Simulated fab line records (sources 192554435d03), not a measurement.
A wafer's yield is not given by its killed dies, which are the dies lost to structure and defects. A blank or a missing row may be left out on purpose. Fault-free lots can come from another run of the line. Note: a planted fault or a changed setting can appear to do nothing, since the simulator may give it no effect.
Matching of chambers	flow n5_finfet	N5_BEOL_M3_ALD_98 on ald_sin-04 has 4 sister chambers
The step deposits SiO2, target thk 2.5 nm, pulse time 1 s, co reactant pulse time 1 s. 4 wafers are shown with their chamber, then 8 later ones without.

== WAFERS, EACH WITH ITS CHAMBER ==
wafer	chamber	heater_power_w (W)
L082.2	0	75
L085.1	1	70
L085.3	3	73
L087.1	2	84

== WAFERS WITHOUT THEIR CHAMBER ==
wafer	heater_power_w (W)
L087.4	75
L087.6	71
L092.2	72
L092.3	73
L092.5	72
L097.1	82
L097.2	75
L097.6	73

== THE CHAMBER EACH PASSED THROUGH ==
wafer	from the rows above	in truth
L087.4	0	0
L087.6	can't be placed: 1 or 3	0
L092.2	can't be placed: 3 or 1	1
L092.3	3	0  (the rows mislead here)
L092.5	can't be placed: 3 or 1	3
L097.1	2	2
L097.2	0	0
L097.6	3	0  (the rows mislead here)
3 of 8 placed correctly. Can't be placed from these rows: 3 (the true chamber is among the candidates in 2). Placed wrongly: 2.
How it was worked out, from the rows above alone: a wafer's distance from a chamber is the root of the sum, over the readings, of the square of ((its reading less the chamber's mean) divided by the reading's scatter). If the next closest chamber is less than 2 further off than the closest, the wafer can't be placed; otherwise it belongs to the closest. For every chamber, the mean is computed from those of its wafers that are shown. The scatter (one wafer shown for each chamber): square how far every hidden wafer sits from the nearest shown wafer, average those squares and take the square root.
